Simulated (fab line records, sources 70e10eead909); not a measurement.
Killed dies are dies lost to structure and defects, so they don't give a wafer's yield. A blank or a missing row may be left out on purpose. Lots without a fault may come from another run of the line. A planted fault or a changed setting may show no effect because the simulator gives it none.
Problem report in the 8D (eight disciplines) form, filled by code | flow nand_harc | the parts of the form that need people (team, actions taken, sign-off) are left out

1. THE PROBLEM
heater_power_total_W at NHARC_A_CHANNEL_HOLE_D1_SOFTBAKE_05 reads a mean of 194.82 W on 6 wafers of 2 lots; wafers without a fault read 188.44 W with a standard deviation of 0.14. That is +46 standard deviations from the usual mean.
The step: time 55 s.
First seen on wafer L116.3, day 10 01:00, on litho_track-06. The record holds 39 wafers of 13 lots with a number at this step. Rule for "out", or "out of limits": more than 4 standard deviations from the usual mean. The other wafers with a number count as sound.

2. WHAT IT IS AND WHAT IT IS NOT
question                    | is                     | is not
which readings at this step | heater_power_total_W   | chill_plate_temp_C
which lots                  | L114, L116             | L108, L109, L110, L122, L123, L125, L126, L127, L129, L130, L131
which wafers of those lots  | all that have a number | -
read on which tools         | litho_track-06         | litho_track-01, litho_track-04
when                        | from day 10 01:00      | up to then (9 sound wafers); but 24 sound wafers of L122, L123, L125, L126, L127, L129, L130, L131 came after

3. SUSPECTS, AND WHAT RULES EACH OUT
Counting: a tool at a process step up to the reading stays a suspect if it ran every lot that is out and no sound lot after the first of them.
- litho_track-06 at NHARC_A_CHANNEL_HOLE_D1_SOFTBAKE_05 (time 55 s): ruled out as a lasting fault. Sound lots L131 ran on it after its first lot that is out, L116 (day 10 01:00).
Left after counting: nothing in the record.

4. THE CAUSE (what the simulator had put in)
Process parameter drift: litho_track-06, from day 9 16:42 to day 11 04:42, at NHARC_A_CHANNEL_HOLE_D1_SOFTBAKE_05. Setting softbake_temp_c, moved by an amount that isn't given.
Counting ruled it out, wrongly.

5. THE CHAIN OF EFFECTS, in route order
Each row: a reading whose mean over the struck wafers that have a number lies more than 3 standard deviations from the usual. Only readings for which the record gives a usual standard deviation are gone through. hours: the time from each lot's start at the first step in this table that gives one to its start at this step, as a median over the lots. sigmas: the change in usual standard deviations.
hours | step                                | reading              | usual    | on struck wafers | change | sigmas
0     | NHARC_A_CHANNEL_HOLE_D1_SOFTBAKE_05 | heater_power_total_W | 188.44 W | 194.82           | +6.38  | +46
The process steps in it:
- NHARC_A_CHANNEL_HOLE_D1_SOFTBAKE_05: time 55 s.

6. WHAT WOULD HAVE CAUGHT IT SOONER
In this record the first reading out of limits was taken at day 10 01:00, 8 hours after the fault began at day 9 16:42.
